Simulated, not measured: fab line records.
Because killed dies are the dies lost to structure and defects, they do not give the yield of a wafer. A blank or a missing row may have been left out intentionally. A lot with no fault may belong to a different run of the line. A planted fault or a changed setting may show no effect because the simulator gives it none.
Split-lot trial ; flow n5 finfet ; route with 1938 steps; 7 lots, 21 wafers read

## THE SPLIT
At N5_MIM_BOT_ETCH_ETCH_03 (etches the open film in Cl2/BCl3, target depth 12 nm), the setting icp w was moved away from the recipe's 800 W on 8 of the 21 wafers read, by -15.6% to +16.1%. The other wafers ran this setting at the recipe's value.

The reading is taken at the split's own step.

## THE READING
etch.depth nm (the simulator's own value, which no gauge read), in nm, at N5_MIM_BOT_ETCH_ETCH_03 (etches the open film in Cl2/BCl3, target depth 12 nm). The file does not state a usual value for it. Average 12.29 nm, standard deviation 0.39 nm, over the 13 wafers here run with the recipe.

wafer;tool, chamber at the split;icp w as run, W;against the recipe;etch.depth nm, nm;against lot-mates on the recipe
L074.1;rie metal-01, 0;800;recipe;12.46;-
L074.3;rie metal-01, 0;913.3;+14.2%;14.04;+1.54
L074.5;rie metal-01, 0;800;recipe;12.53;-
L077.1;rie metal-01, 1;675.2;-15.6%;11.04;-1.82
L077.2;rie metal-01, 0;675.2;-15.6%;10.9;-1.96
L077.4;rie metal-01, 1;800;recipe;12.86;-
L076.1;rie metal-03, 0;758.2;-5.2%;11.79;-0.53
L076.4;rie metal-03, 0;800;recipe;12.32;-
L076.6;rie metal-03, 0;758.2;-5.2%;11.76;-0.56
L079.1;rie metal-02, 0;928.5;+16.1%;13.32;+1.71
L079.2;rie metal-02, 0;928.5;+16.1%;13.26;+1.65
L079.6;rie metal-02, 0;800;recipe;11.61;-
L083.1;rie metal-02, 0;708.2;-11.5%;10.44;-1.64
L083.2;rie metal-02, 1;800;recipe;12.51;-
L083.5;rie metal-02, 0;800;recipe;11.65;-
L086.2;rie metal-01, 1;800;recipe;12.62;-
L086.3;rie metal-01, 1;800;recipe;12.61;-
L086.6;rie metal-01, 0;800;recipe;12.58;-
L087.1;rie metal-03, 0;800;recipe;12.18;-
L087.3;rie metal-03, 1;800;recipe;11.72;-
L087.6;rie metal-03, 0;800;recipe;12.17;-

THE FIT
A straight line over all 21 wafers: etch.depth nm changes by +0.0895 nm for each +1% of icp w; r = +0.88; the points scatter about the line by 0.41 nm.
The same after taking each lot's own level away (the mean of its wafers on the recipe; 21 wafers): +0.114 nm for each +1%; r = +0.98; scatter 0.19 nm.
That fit puts the effect of the largest move of icp w on the reading at 1.8 nm.
Across the lots, their own levels run from 11.610 to 12.860 nm, a range of 3.2 times the standard deviation given above.
So the slope is not independent of the lot-to-lot level: the two fits are not the same.
Check: for one of the wafers moved furthest among these (+16.1%), held out of the fit, the line's prediction against its lot-mates is +1.83 nm. It came out at +1.71 nm against them.

## OTHER SPLITS APPLIED TO THESE WAFERS
Note: prior to the reading, these wafers also went through further splits. Each is held against what the fit with the lots' levels taken away leaves over:
other split on the same wafers;wafers away from the commonest value;r with etch.depth nm (lot level and that fit taken away)
N5_BEOL_M10_COAT_60 spin rpm;3;+0.13
N5_BEOL_M11_DESCUM_16 time s;13;+0.18
N5_BEOL_M11_COAT_63 spin rpm;6;-0.13
N5_BEOL_M11_COAT_22 spin rpm;5;-0.05
N5_BEOL_M11_PEB_26 peb time s;10;-0.06
N5_BEOL_M12_ETCH_38 time s;6;-0.20
N5_BEOL_M13_EXPOSE_25 dose mj;8;+0.02
N5_BEOL_M13_DESCUM_33 time s;3;-0.42
N5_MIM_BOT_ETCH_ETCH_04 source w;9;-0.33

## FILE'S OWN FIT
etch.depth nm changes by +0.116 nm for each +1% of icp w, r = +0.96.
